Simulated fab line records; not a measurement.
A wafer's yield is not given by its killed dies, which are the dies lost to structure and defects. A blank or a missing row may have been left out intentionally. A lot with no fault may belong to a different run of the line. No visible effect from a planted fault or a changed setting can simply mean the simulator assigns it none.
Comparing a struck lot with a sound one -- flow n5Finfet -- 35 out of 1938 route steps
Sound: the wafers L401.1, L401.4, L401.5. Struck: wafer L386.5 (L386.3, L386.4, from the same lot, were not struck and are left out); the cause is given at the end.
For every step that has rows: the tool of each side, followed by ch and its chambers, followed by its first start. Under that, the readings that differ: sound wafers -- struck wafers -- difference of the means -- sigmas: that difference in standard deviations of wafers without a fault.
alike: a reading whose means differ by less than 2 such deviations, as well as words and numbers matching on both sides. not compared: withheld readings; readings where some wafer has no value; bounds like >300 that might hide an equal value; numbers whose values overlap and for which the record gives no deviation.
Wherever a step has rows on one side only, a row that says differs or no value, or a row with sigmas, the two part there. Numbers that don't overlap but have no deviation are shown without sigmas and don't part them. A reading missing from all wafers of one side parts the sides only when that side holds two or more wafers.

first, 9 steps without rows for these wafers: N5_BEOL_M9_COAT_22 (resist thk 30 nm); N5_BEOL_M9_EBR_24; N5_BEOL_M9_SOFTBAKE_23 (time 60 s); N5_BEOL_M9_EXPOSE_25 (exposes mask V8); N5_BEOL_M9_PEB_26 (peb time 60 s); N5_BEOL_M9_DEVELOP_27 (develop time 30 s); N5_BEOL_M9_DESCUM_33 (chemistry O2, time 7 s); N5_BEOL_M9_ETCH_76 (etches underlayer in N2/H2, target depth 6.5 nm, time 5.2 s); N5_BEOL_M9_ETCH_65 (etches SiARC in CF4, target depth 15.6 nm, time 26 s).
N5_BEOL_M9_ETCH_66: etches SOC in N2/H2, target depth 80 nm, overetch 16 nm, time 120 s.
  sound on rieDiel-02 ch 2,3, day 17 16:14; struck on rieDiel-04 ch 1, day 11 04:35
  alike: drypumpMotorCurrentA, h2FlowSccm, oesProductAu, rfFwdPowerW, rfVppV, showerheadPlenumPTorr, tempC, throttleValvePct
  not compared: rfHoursCounterH
then, 24 steps without rows for these wafers: N5_BEOL_M9_STRIP_69 (strips in N2/H2); N5_BEOL_M9_STRIP_77 (strips in N2/H2); N5_BEOL_M9_VIA_ETCH_34 (etches SiCOH lowk in C4F6/O2, target depth 182.4 nm, time 68.4 s); N5_BEOL_M9_STRIP_73 (strips in C4F6/O2); N5_BEOL_M9_STRIP_36 (strips in N2/H2); N5_BEOL_M9_TRENCH_ETCH_37 (etches SiCOH lowk in C4F6/O2, target depth 151.43 nm, time 49 s); N5_BEOL_M9_ETCH_41 (etches SiCN in CH3F/O2, target depth 36.6 nm, time 70.1 s); N5_BEOL_M9_STRIP_80 (strips in N2/H2, time 10 s); N5_BEOL_M9_HM_STRIP_39 (strips TiN in peroxide tin strip, target depth 25 nm, time 158 s); N5_BEOL_M9_SRD_40 (time 30 s); N5_BEOL_M9_PRECLEAN_42 (cleans in residue remover, time 60 s); N5_BEOL_M9_SRD_43 (time 30 s); N5_BEOL_M9_CURE_72 (cures SiCOH lowk, time 120 s); N5_BEOL_M9_DEGAS_44 (time 60 s); N5_BEOL_M9_PRE_CLEAN_45 (time 30 s); N5_BEOL_M9_ALD_74 (deposits TaN, target thk 2 nm, pulse time 2 s, purge time 3 s); N5_BEOL_M9_SURFACE_TREAT_79; N5_BEOL_M9_CVD_78 (deposits Co from CCTBA/H2, target thk 2 nm, time 138.9 s); N5_BEOL_M9_SPUTTER_48 (material Cu, target thk 12 nm, time 2 s); N5_BEOL_M9_ECD_50 (material Cu, target thk 318 nm); N5_BEOL_M9_ANNEAL_51 (time 90 s); N5_BEOL_M9_CMP_52 (polishes, stops on SiCOH lowk, t overpolish 7 s, target thk 140 nm); N5_BEOL_M9_PRE_CLEAN_55 (time 15 s); N5_BEOL_M9_DEP_56 (deposits SiCN from 3MS/NH3, target thk 15 nm, time 26.5 s).
-- a jump in the record: the struck wafers' starts before and after are 3 days apart (it breaks off in module BEOL_M9 and resumes in module PASSIVATION, where the first step shown is number 1936 of the route) --
N5_PASSIVATION_PROBE_49:
  rows exist in the record for the struck wafers here (prober-01, day 13 17:52), but not for the sound ones

== WHERE THEY PART ==
Within this record, at N5_PASSIVATION_PROBE_49 only.

WHY: the cause the simulator had injected
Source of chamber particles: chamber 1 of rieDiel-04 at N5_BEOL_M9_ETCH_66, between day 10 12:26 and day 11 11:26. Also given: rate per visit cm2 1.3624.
